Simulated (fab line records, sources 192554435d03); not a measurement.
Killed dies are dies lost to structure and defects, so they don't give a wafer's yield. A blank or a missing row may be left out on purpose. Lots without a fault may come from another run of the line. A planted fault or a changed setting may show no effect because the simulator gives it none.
fab line records | flow n5_finfet
record lots=6 wafers=18 last_day=17
route steps=1938 shown STI_FIN_REVEAL@189 DUMMY_GATE@212 BEOL_M4@1111 PASSIVATION@1936
lots that met no fault: from a run of the same line without faults
start_h: hours from the record's first day to the start of the lot's first wafer shown | wait_h: hours since the lot's step before | " the same as in the row above | L1.1+2: a row that stands for several wafers | - no value, or no start given | * or withheld: withheld | < > ~ a bound
route shown NAME@n: a module of which the file shows steps, and the number in the route of the first | usual: mean/standard deviation of fault-free wafers | same: alike in all rows | chamber/n: place in a boat | sites: the reading at each site | _std_site: their standard deviation | _edge_site: outer sites' mean less inner sites' | radius_mm: how far each site lies from the wafer's centre | mask NAME#n: copy n | behind: the tool/chamber that last shaped the wafer | hold: why the lot was held/for how many hours/how that ended | device: the transistor (n, p or np) that didn't switch | end of line: the same wafers' tests at the end of the route | a step without rows: its recipe alone | killed: dies lost to structure and defects at the first sort, not the wafer's yield | map: a wafer's dies, x killed, . not, _ none there
set.NAME: the setting as run; set.NAME@STEP: as run at that earlier step | model.NAME: the simulator's own value behind a step, which no gauge read
lots at some steps of the route; a table a step, a row a wafer
services: from which hour (start_h, from the record's first day; less than 0 if before it) a tool's chamber was out of use, for how many hours, and why
## steps
# step N5_STI_FIN_REVEAL_DENSIFY_30
# recipe temp_c=* time_s=* ambient=N2 idle_temp_c=600 ramp_up_c_per_s=150 ramp_down_c_per_s=60 cool_to_c=600
# usual lamp_power_pct=11.54/0.05 wafer_temp_C_max=*
# columns lot.wafer tool chamber start_h wait_h lamp_power_pct wafer_temp_C_max
L872.1 rtp_anneal-01 0 40.61 0.0 11.51 *
L872.3 " 0 " " 11.58 *
L872.4 " 0 " " 11.48 *
L880.2 rtp_anneal-02 0 88.21 0.1 11.58 *
L880.3 " 0 " " 11.56 *
L880.4 " 0 " " 11.49 *
L884.1 rtp_anneal-02 0 113.00 0.0 11.54 *
L884.2 " 0 " " 11.50 *
L884.5 " 0 " " 11.56 *
L885.1 rtp_anneal-01 0 118.43 0.0 11.59 *
L885.4 " 0 " " 11.60 *
L885.6 " 0 " " 11.57 *
L891.2 rtp_anneal-02 0 155.00 0.3 11.54 *
L891.3 " 0 " " 11.53 *
L891.5 " 0 " " 11.51 *
L893.1 rtp_anneal-01 0 165.26 0.0 11.50 *
L893.5 " 0 " " 11.49 *
L893.6 " 0 " " 11.51 *
# step N5_STI_FIN_REVEAL_ETCHBACK_08
# recipe chemistry=C4F6/O2 target=SiO2 target_depth_a=305 time_s=10.167 ion_energy_ev=250 pressure_mtorr=30 source_w=345 bias_w=185 Ar_flow_sccm=300 C4F6_flow_sccm=10 O2_flow_sccm=10
# usual drypump_motor_current_A=5.8/0.41 mfc_ar_sccm=300.1/0.91 oes_product_au=0.79/0.097 rf_vpp_V=661/11 showerhead_plenum_p_Torr=2.88/0.07 throttle_valve_pct=21.27/0.22
# columns lot.wafer tool chamber start_h wait_h drypump_motor_current_A mfc_ar_sccm oes_product_au rf_hours_counter_h rf_vpp_V showerhead_plenum_p_Torr throttle_valve_pct
L872.1 rie_diel-03 0 40.97 0.3 5.9 300.3 0.69 229 675 2.92 21.54
L872.3 " 2 " " 5.3 299.4 0.68 239 659 2.92 21.51
L872.4 " 1 " " 6.0 300.3 0.68 246 656 2.83 21.55
L880.2 rie_diel-01 3 88.39 0.2 5.5 299.1 0.73 191 660 2.83 21.29
L880.3 " 0 " " 6.7 299.5 0.71 222 653 2.93 21.36
L880.4 " 1 " " 6.4 302.2 0.92 35 670 2.90 20.79
L884.1 rie_diel-06 2 113.21 0.2 5.6 300.8 0.70 224 669 2.94 21.45
L884.2 " 0 " " 5.2 299.1 0.82 113 681 2.99 21.26
L884.5 " 0 " " 5.2 299.6 0.81 - 681 2.99 21.25
L885.1 rie_diel-03 1 118.94 0.5 6.0 298.3 0.93 15 655 2.82 21.26
L885.4 " 1 " " 6.0 299.8 0.91 - 653 2.82 21.26
L885.6 " 0 " " 5.9 299.9 0.68 - 674 2.91 21.59
L891.2 rie_diel-03 0 155.18 0.2 5.9 300.0 0.96 7 674 2.91 21.23
L891.3 " 2 " " 5.3 297.1 0.89 19 659 2.91 21.16
L891.5 " 1 " " 6.0 299.4 0.88 - 654 2.81 21.28
L893.1 rie_diel-03 2 165.48 0.2 5.3 301.3 0.89 23 658 2.91 21.16
L893.5 " 0 " " 5.9 299.7 0.94 - 674 2.90 21.21
L893.6 " 1 " " 6.0 300.2 0.88 - 656 2.81 21.30
# step N5_STI_FIN_REVEAL_STRIP_24
# recipe chemistry=N2/H2 time_s=90 power_w=100 temp_c=40 pressure_mtorr=100 rf_frequency_hz=6e+07 bias_power_w=3 n2_flow_sccm=300 h2_flow_sccm=300
# step N5_STI_FIN_REVEAL_PRECLEAN_25
# recipe chemistry=SPM time_s=90 temp_c=120 mix=4:1
# step N5_STI_FIN_REVEAL_PRECLEAN_26
# recipe chemistry=SC1 time_s=45 temp_c=46 mix=1:2:100
# step N5_STI_FIN_REVEAL_PRECLEAN_29
# recipe chemistry=DHF time_s=30 temp_c=25 dilution=300:1
# step N5_STI_FIN_REVEAL_SRD_12
# recipe time_s=30 temp_c=23 rinse_liquid=diw dry=ipa_marangoni
# step N5_STI_FIN_REVEAL_RECESS_09
# recipe chemistry=HF/NH3 target=SiO2 afs_cycles=11 target_depth_a=425 temp_c=30 sublimation_temp_c=180 sublimation_time_s=60
# usual drypump_motor_current_A=5.8/0.52
# columns lot.wafer tool chamber start_h wait_h drypump_motor_current_A
L872.1 vapor_etch-02 0 41.22 0.0 6.3
L872.3 " 0 " " 6.3
L872.4 " 1 " " 6.1
L880.2 vapor_etch-02 1 88.65 0.0 6.1
L880.3 " 0 " " 6.3
L880.4 " 1 " " 6.1
L884.1 vapor_etch-02 1 113.56 0.1 6.1
L884.2 " 0 " " 6.3
L884.5 " 1 114.62 1.2 6.1
L885.1 vapor_etch-01 1 119.19 0.0 5.0
L885.4 " 0 " " 6.0
L885.6 " 1 " " 5.0
L891.2 vapor_etch-01 1 155.43 0.0 4.9
L891.3 " 1 " " 4.9
L891.5 " 1 " " 5.0
L893.1 vapor_etch-02 1 165.73 0.0 6.1
L893.5 " 0 166.79 1.1 6.3
L893.6 " 1 " " 6.1
# step N5_STI_FIN_REVEAL_STRIP_16
# recipe chemistry=H3PO4 material=SiNx temp_c=165 target_depth_a=238 overetch_fraction=0.4964 dry=ipa_marangoni
# step N5_STI_FIN_REVEAL_PRECLEAN_17
# recipe chemistry=NF3:NH3 afs_cycles=1 temp_c=30 time_s=20 sublimation_temp_c=180 sublimation_time_s=60 pressure_torr=3 rf_power_w=30
# step N5_STI_FIN_REVEAL_ETCH_34
# recipe chemistry=H2 mode=isotropic material=Si target=Si target_depth_a=9.7 temp_c=20 pressure_mtorr=4.5 icp_w=300 bias_w=0 h2_flow_sccm=7.5 he_flow_sccm=142.5
# step N5_STI_FIN_REVEAL_OXIDATION_31
# recipe chemistry=O2_PLASMA_REMOTE temp_c=150 time_s=20 pressure_mtorr=1000 source_power_w=2000 o2_flow_sccm=3000
# usual drypump_motor_current_A=5.7/0.4 heater_power_w=142/11
# columns lot.wafer tool chamber start_h wait_h drypump_motor_current_A heater_power_w rf_hours_counter_h
L872.1 plasma_asher-02 0 43.38 0.0 5.3 130 86
L872.3 " 0 " " 5.3 134 -
L872.4 " 1 " " 5.5 156 -
L880.2 plasma_asher-02 0 91.33 0.0 5.3 131 95
L880.3 " 1 " " 5.5 153 -
L880.4 " 0 " " 5.3 131 -
L884.1 plasma_asher-01 0 115.74 0.0 6.2 130 44
L884.2 " 1 " " 6.0 148 44
L884.5 " 1 " " 6.1 144 -
L885.1 plasma_asher-02 0 121.34 0.0 5.3 134 102
L885.4 " 1 " " 5.5 155 -
L885.6 " 1 " " 5.5 154 -
L891.2 plasma_asher-01 0 157.82 0.0 6.2 132 51
L891.3 " 1 " " 6.1 151 -
L891.5 " 0 " " 6.2 130 -
L893.1 plasma_asher-02 0 167.99 0.0 5.3 133 113
L893.5 " 0 " " 5.3 136 -
L893.6 " 1 " " 5.4 155 -
# step N5_STI_FIN_REVEAL_PRECLEAN_32
# recipe chemistry=NF3:NH3 afs_cycles=1 temp_c=30 time_s=20 sublimation_temp_c=180 sublimation_time_s=60 pressure_torr=3 rf_power_w=30
# columns lot.wafer tool chamber start_h wait_h
L872.1+3+4 remote_plasma-02 1 43.46 0.1
L880.2+3+4 remote_plasma-01 0 91.44 0.1
L884.1+2+5 remote_plasma-02 0 115.83 0.1
L885.1+4+6 remote_plasma-02 1 121.42 0.1
L891.2+3+5 remote_plasma-01 0 157.93 0.1
L893.1+5+6 remote_plasma-01 1 168.07 0.1
# step N5_STI_FIN_REVEAL_STRIP_35
# recipe chemistry=H3PO4 material=Si3N4 temp_c=165 target_depth_a=40 time_s=39
# step N5_STI_FIN_REVEAL_SRD_21
# recipe dry=ipa_marangoni time_s=30 temp_c=23 rinse_liquid=diw
# step N5_STI_FIN_REVEAL_OXIDATION_33
# recipe chemistry=O2_PLASMA_REMOTE temp_c=150 time_s=20 pressure_mtorr=1000 source_power_w=2000 o2_flow_sccm=3000
# usual drypump_motor_current_A=5.7/0.4 heater_power_w=141/11
# columns lot.wafer tool chamber start_h wait_h drypump_motor_current_A heater_power_w rf_hours_counter_h
L872.1 plasma_asher-02 0 43.73 0.0 5.3 133 86
L872.3 " 0 " " 5.3 128 -
L872.4 " 1 " " 5.4 156 -
L880.2 plasma_asher-02 0 91.68 0.0 5.3 135 95
L880.3 " 1 " " 5.5 152 -
L880.4 " 0 " " 5.3 132 -
L884.1 plasma_asher-01 0 116.10 0.0 6.2 129 45
L884.2 " 1 " " 6.1 145 45
L884.5 " 1 " " 6.1 146 -
L885.1 plasma_asher-02 1 121.69 0.0 5.4 153 102
L885.4 " 0 " " 5.3 137 -
L885.6 " 1 " " 5.4 153 -
L891.2 plasma_asher-01 0 158.17 0.0 6.2 129 51
L891.3 " 1 " " 6.1 145 -
L891.5 " 0 " " 6.2 128 -
L893.1 plasma_asher-02 0 168.34 0.0 5.3 135 113
L893.5 " 0 " " 5.3 134 -
L893.6 " 1 " " 5.5 156 -
# step N5_STI_FIN_REVEAL_CLEAN_19
# recipe chemistry=O3/DIW temp_c=25 time_s=120 o3_ppm=10
# step N5_STI_FIN_REVEAL_SRD_23
# recipe dry=ipa_marangoni time_s=30 temp_c=23 rinse_liquid=diw
# step N5_STI_FIN_REVEAL_CD_MEAS_22
# recipe target_cd_nm=6.238 pitch_nm=28 polarity=line
# usual cd_nm=6.21/0.27
# columns lot.wafer tool chamber start_h wait_h cd_nm
L872.1 cd_sem-02 - 43.90 0.0 6.09
L872.3 " - " " 6.66
L872.4 " - " " 6.88
L880.2 cd_sem-01 - 91.85 0.0 6.07
L880.3 " - " " 6.38
L880.4 " - " " 6.45
L884.1 cd_sem-01 - 116.27 0.0 6.31
L884.2 " - " " 6.12
L884.5 " - " " 6.36
L885.1 cd_sem-01 - 121.86 0.0 6.42
L885.4 " - " " 6.61
L885.6 " - " " 6.09
L891.2 cd_sem-03 - 158.35 0.0 6.25
L891.3 " - " " 6.12
L891.5 " - " " 6.60
L893.1 cd_sem-01 - 168.51 0.0 5.97
L893.5 " - " " 6.22
L893.6 " - " " 6.06
# step N5_STI_FIN_REVEAL_FIN_H_MEAS_10
# usual trench_depth_nm=52.1/0.65
# columns lot.wafer tool chamber start_h wait_h trench_depth_nm
L872.1 ocd-01 - 43.93 0.0 51.3
L872.3 " - " " 51.5
L872.4 " - " " 52.1
L880.2 ocd-01 - 91.88 0.0 52.3
L880.3 " - " " 51.6
L880.4 " - " " 52.7
L884.1 ocd-02 - 116.30 0.0 52.1
L884.2 " - " " 51.9
L884.5 " - " " 52.2
L885.1 ocd-02 - 121.89 0.0 52.4
L885.4 " - " " 52.1
L885.6 " - " " 51.5
L891.2 ocd-02 - 158.38 0.0 53.2
L891.3 " - " " 51.1
L891.5 " - " " 52.8
L893.1 ocd-01 - 168.54 0.0 51.0
L893.5 " - " " 53.2
L893.6 " - " " 52.3
# step N5_STI_FIN_REVEAL_PRECLEAN_18
# recipe chemistry=SC2 time_s=45 temp_c=35 mix=1:1:50
# step N5_STI_FIN_REVEAL_SRD_28
# recipe dry=ipa_marangoni time_s=30 temp_c=23 rinse_liquid=diw
# step N5_STI_FIN_REVEAL_INSPECT_13
# recipe inspect_instrument=darkfield mode=post_clean
# usual raw_defect_count=12/5.2
# columns lot.wafer tool chamber start_h wait_h raw_defect_count
L872.1 defect_inspect-01 - 44.02 0.0 13
L872.3 " - " " 20
L872.4 " - " " 17
L880.2 defect_inspect-02 - 91.97 0.0 19
L880.3 " - " " 14
L880.4 " - " " 15
L884.1 defect_inspect-01 - 116.39 0.0 1435
L884.2 " - " " 1396
L884.5 " - " " 1424
L885.1 defect_inspect-02 - 121.97 0.0 1421
L885.4 " - " " 1407
L885.6 " - " " 1365
L891.2 defect_inspect-01 - 158.49 0.0 8
L891.3 " - " " 8
L891.5 " - " " 11
L893.1 defect_inspect-02 - 168.63 0.0 10
L893.5 " - " " 8
L893.6 " - " " 10
# step N5_DUMMY_GATE_PRECLEAN_00
# recipe chemistry=O3/DIW time_s=60 temp_c=22 o3_ppm=10
# step N5_BEOL_M4_RC_MEAS_101
# usual DIBL_N=36.0/1.7 DIBL_P=36.0/2 IOFF_N=0.156/0.028 IOFF_P=0.21/0.04 ION_N=673/12 ION_P=463/8.3 SS_N=71.4/0.6 SS_P=73.3/0.66 VT_N=250/3 VT_P=-250/3.8
# columns lot.wafer tool chamber start_h wait_h DIBL_N[mV/V] DIBL_P[mV/V] IOFF_N[nA/um] IOFF_P[nA/um] ION_N[uA/um] ION_P[uA/um] SS_N[mV/dec] SS_P[mV/dec] VT_N[mV] VT_P[mV]
L872.1 prober-01 0 173.37 0.0 36.9 36.3 0.148 0.22 661 457 72.5 72.9 253 -252
L872.3 " 0 " " 37.2 36.3 0.176 0.23 684 467 71.7 73.3 247 -249
L872.4 " 0 " " 36.2 36.1 0.156 0.22 675 467 71.7 72.9 249 -248
L880.2 prober-02 0 216.41 0.2 36.8 36.4 0.157 0.19 676 466 71.6 73.1 252 -252
L880.3 " 0 " " 38.0 38.0 0.187 0.22 675 461 72.2 73.6 248 -253
L880.4 " 0 " " 35.2 34.8 0.135 0.18 681 468 71.1 72.6 252 -254
L884.1 prober-01 0 242.92 0.0 37.9 39.8 0.192 0.34 677 482 71.8 74.1 247 -240
L884.2 " 0 " " 39.6 40.8 0.234 0.35 697 481 72.3 74.8 242 -241
L884.5 " 0 " " 38.8 39.8 0.215 0.33 687 479 72.7 74.5 247 -241
L885.1 prober-01 0 244.96 0.0 36.6 36.7 0.176 0.22 683 466 71.8 72.6 246 -251
L885.4 " 0 " " 35.9 35.5 0.157 0.21 675 461 70.7 72.9 250 -250
L885.6 " 0 " " 35.3 34.6 0.143 0.19 662 451 71.7 72.9 252 -252
L893.1 prober-01 0 298.51 0.0 33.8 32.2 0.107 0.14 638 443 71.5 72.4 257 -259
L893.5 " 0 " " 33.1 31.8 0.107 0.13 661 452 71.0 71.8 255 -258
L893.6 " 0 " " 36.6 36.4 0.147 0.18 663 455 71.3 73.4 253 -255
L891.2 prober-01 0 300.94 0.2 33.8 32.6 0.125 0.16 667 461 70.6 73.0 252 -252
L891.3 " 0 " " 35.0 33.8 0.134 0.17 661 449 71.3 74.0 253 -253
L891.5 " 0 " " 33.8 31.9 0.133 0.15 670 455 70.6 72.8 251 -254
# step N5_PASSIVATION_PROBE_49
# usual defect_limited_yield=91.6/1.6 killed_at_M0_to_M3=31/10 killed_at_M4_up=14/6.3 killed_at_contacts=12/6.1 killed_at_front_end=39/12 killed_at_other=3.7/2.8 killed_dies=100/19 killed_open=66/14 killed_short=33/8.1 sort_bin_5_function=5.0/1.1 sort_bin_6_memory=3.2/0.66 sort_bin_8_speed=0.01/0.077 sort_n_pass=1080/18 sort_yield_pct=91.6/1.6
# same gross_dies=1180 killed_at_back_side=0 sort_bin_4_leakage[%]=0
# columns lot.wafer tool chamber start_h wait_h defect_limited_yield[%] killed_at_M0_to_M3 killed_at_M4_up killed_at_contacts killed_at_front_end killed_at_other killed_dies killed_open killed_short sort_bin_5_function[%] sort_bin_6_memory[%] sort_bin_8_speed[%] sort_n_pass sort_yield_pct[%]
L880.2 prober-02 - 334.38 0.1 93.9 17 13 3 37 2 72 43 29 3.6 2.3 0 1108 93.9
L880.3 prober-02 - 334.43 0.1 93.0 29 11 2 35 6 83 49 31 3.2 3.6 0 1097 93.0
L880.4 prober-02 - 334.48 0.2 93.7 22 12 4 30 6 74 51 22 3.2 2.8 0 1106 93.7
L885.1 prober-02 - 347.30 0.0 78.1 44 19 14 178 3 258 65 34 13.6 4.2 0 922 78.1
L885.4 prober-02 - 347.45 0.2 80.5 29 13 8 177 3 230 47 27 10.8 3.6 0 950 80.5
L885.6 prober-02 - 347.55 0.3 80.7 17 10 7 192 2 228 48 26 11.4 3.6 0 952 80.7
L884.1 prober-02 - 347.75 0.0 80.5 19 5 3 200 3 230 43 26 11.1 4.2 0 950 80.5
L884.2 prober-02 - 347.80 0.1 79.8 36 24 2 176 0 238 51 26 11.0 4.8 0 942 79.8
L884.5 prober-02 - 347.95 0.2 80.4 23 13 4 188 3 231 48 19 11.2 3.7 0 949 80.4
# killed by level:class
L880.2 STI_FIN_REVEAL:geometric_particle:open=8 FIN_SAQP:geometric_particle:open=7 FIN_SAQP:geometric_particle:short=6 BEOL_M4:geometric_particle:open=6 STARTING-WAFER:geometric_particle:short=5 STI_FIN_REVEAL:geometric_particle:short=4 DUMMY_GATE:geometric_particle:open=4 BEOL_M0_SAQP:geometric_particle:open=4
L880.3 FIN_SAQP:geometric_particle:open=13 BEOL_M2:geometric_particle:open=8 BEOL_M2:geometric_particle:short=6 BEOL_M0_SAQP:geometric_particle:open=5 FIN_SAQP:geometric_particle:short=4 STI_FIN_REVEAL:geometric_particle:short=4 BEOL_M4:geometric_particle:short=4 BEOL_M4:geometric_particle:open=4
L880.4 FIN_SAQP:geometric_particle:open=10 FIN_SAQP:geometric_particle:short=8 BEOL_M1:geometric_particle:open=5 BEOL_M3:geometric_particle:open=5 BEOL_M0:geometric_particle:open=4 BEOL_M2:geometric_particle:open=4 BEOL_M7:geometric_particle:open=4 STI_FIN_REVEAL:geometric_particle:open=3
L885.1 STI_FIN_REVEAL:unspecified=158 MOL_CONTACT_COAG:geometric_particle:open=10 BEOL_M0_SAQP:geometric_particle:open=8 BEOL_M1:geometric_particle:short=8 BEOL_M4:geometric_particle:open=8 BEOL_M1:geometric_particle:open=7 BEOL_M0_SAQP:geometric_particle:short=6 BEOL_M2:geometric_particle:open=6
L885.4 STI_FIN_REVEAL:unspecified=156 MOL_CONTACT_COAG:geometric_particle:open=8 BEOL_M0_SAQP:geometric_particle:short=8 BEOL_M4:geometric_particle:open=6 ILD0:geometric_particle:open=5 BEOL_M0_SAQP:geometric_particle:open=5 BEOL_M1:geometric_particle:open=5 FIN_SAQP:geometric_particle:open=4
L885.6 STI_FIN_REVEAL:unspecified=154 DUMMY_GATE:geometric_particle:open=7 FIN_SAQP:geometric_particle:short=6 STI_FIN_REVEAL:geometric_particle:open=6 MOL_CONTACT_COAG:geometric_particle:open=6 FIN_SAQP:geometric_particle:open=5 ILD0:geometric_particle:open=4 BEOL_M0_SAQP:geometric_particle:short=4
L884.1 STI_FIN_REVEAL:unspecified=159 FIN_SAQP:geometric_particle:open=12 FIN_SAQP:geometric_particle:short=7 BEOL_M1:geometric_particle:open=5 GATE_CUT:geometric_particle:open=4 MOL_CONTACT_COAG:geometric_particle:open=3 BEOL_M3:geometric_particle:open=3 STARTING-WAFER:geometric_particle:open=3
L884.2 STI_FIN_REVEAL:unspecified=161 BEOL_M4:geometric_particle:open=13 BEOL_M1:geometric_particle:open=10 BEOL_M0_SAQP:geometric_particle:open=7 BEOL_M0_SAQP:geometric_particle:short=6 BEOL_M2:geometric_particle:open=6 BEOL_M4:geometric_particle:short=5 BEOL_M3:geometric_particle:open=4
L884.5 STI_FIN_REVEAL:unspecified=164 BEOL_M3:geometric_particle:open=9 BEOL_M1:geometric_particle:open=8 BEOL_M4:geometric_particle:open=8 FIN_SAQP:geometric_particle:open=7 ILD0:geometric_particle:short=4 MOL_CONTACT_COAG:geometric_particle:open=3 BEOL_M3:geometric_particle:short=3
# map L884.2 (x killed, . not)
_________________x........x..________________
______________......x..........._____________
___________...........x.....x......__________
__________.............xx.....x....._________
________.............................._______
_______.....x.................x......x.______
______..................x..............._____
_____.x..........x....x.....x...x..x...x.____
____......................x...............___
___.x............x.........x...............__
___.........x........x.....................__
__...x..x..............x...................._
__..x.x................x..x................._
_........x............xxx..x.....x.........x.
_.............x....xxxxxxxxxx...x.........x..
_.................x.xxxxxxxxxx...............
_..........x.....xxxxxxxxxxxxx...............
_..............x.xxxxxxxxxxxxx..x........x...
_.......x.....xxxxxxxxxxxxxxxxxx.x.......x.x.
_.xx...........x.xxxxxxxxxxxxxxxxx...........
_..............xxxxxxxxxxxxxxxx.x........x...
__........x....x.xxxxxxxxxxxxx.............._
__.xx.x.x......xxxxxxxxxxxxxxxx............._
___.......x.....xxxxxxxxxxxxx.x......x.....__
___.................xxxxxxx.xx.............__
____........x...x..x....xx.x.x............___
_____.................x..............x...____
______...x.........x..........x........._____
_______......x.x...x........x.........x______
________.................x....x......._______
__________x....x...........x........_________
___________.x.........x............__________
______________........x........._____________
_________________............________________
# map L885.1 (x killed, . not)
_________________............________________
______________.........x........_____________
___________x..............xx.xx....__________
__________x...........x............x_________
________................x..x.........._______
_______.....x......x.......x........x..______
______..x........x.xxxxxxx.xx..........._____
_____.....x..xxxxxxxxxxxxxxx.............____
____..........xxxxxxxxxxxxx......x....x...___
___.........xxxxxxxxxxxxxxxxx..x...........__
___x.........xxxxxxxxxxxxxx.xx..x..x.....x.__
__..........xxxxxxxxxxxxxxxxx..............._
__.x........xxxxxxxxxxxxxxx.x..............._
_x.......x...xxxxxxxxxxxxxxxx.........x...x..
_......x......xxxxxxxxxxxxx..x.....x.........
_x........x....xxxxxxxxxxx.xx................
_..............xxxxxxxxxx........x.....xx..x.
_................xx.xx.x.............x..x.x..
_x....x........x..x..x..................x...x
_.x.............xx.x..........x...........x..
_.x......................x...................
__.....x....x...................x.......xx.._
__......x..........x..x..x...xx..........x.._
___........x..................x....x...x...__
___...x..........x..xx...................x.__
____............x..............x........x.___
_____x..........x....x...x.........x.....____
______........x.......x................._____
_______..x..................x..........______
________...x...........x..x....x......_______
__________.........................._________
___________....x.x.x...x...........__________
______________.................._____________
_________________............________________
## services
# columns tool chamber start_h hours kind
vapor_etch-01 - 18.09 0.8 repair
rie_diel-03 1 18.59 3.5 repair
rie_diel-03 0 41.90 2.2 repair
plasma_asher-02 - 53.86 1.6 repair
rie_diel-03 1 57.16 - clean
rie_diel-03 1 57.16 - consumable_replace:focus_ring
rie_diel-03 1 57.16 23.2 scheduled_down
rie_diel-03 1 57.16 23.2 vent_cycle
plasma_asher-01 - 66.64 4.5 repair
rie_diel-06 2 78.60 4.3 repair
rie_diel-01 3 80.46 4.2 repair
rtp_anneal-01 - 83.86 3.5 pm
remote_plasma-01 - 84.85 1.1 repair
rie_diel-03 2 91.31 7.1 repair
rie_diel-03 2 98.71 - clean
rie_diel-03 2 98.71 - consumable_replace:focus_ring
rie_diel-03 2 98.71 21.3 scheduled_down
rie_diel-03 - 111.30 2.4 repair
vapor_etch-01 - 117.81 0.3 repair
plasma_asher-01 - 119.53 9.3 repair
rie_diel-06 1 132.23 6.0 repair
rie_diel-06 0 133.63 5.5 repair
rie_diel-06 - 139.31 0.5 repair
rie_diel-06 3 155.87 5.8 repair
## key
first_sign step=N5_STI_FIN_REVEAL_INSPECT_13 reading=raw_defect_count direction=up sigmas=99+ usual=12 struck=1408
effect step=N5_PASSIVATION_PROBE_49 reading=killed_at_front_end direction=up sigmas=12 usual=39 struck=185
more_kills_born_at N5_STI_FIN_REVEAL_PRECLEAN_32@remote_plasma-02=952
met_at N5_STI_FIN_REVEAL_PRECLEAN_32
struck_wafers L884.1,L884.2,L884.5,L885.1,L885.4,L885.6
onset_between 43.46 115.83
fault kind=chamber_particle_source tool=remote_plasma-02 chamber=- onset_h=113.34 steps=N5_STI_FIN_REVEAL_PRECLEAN_32 rate_per_visit_cm2=2.1661 end_h=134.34
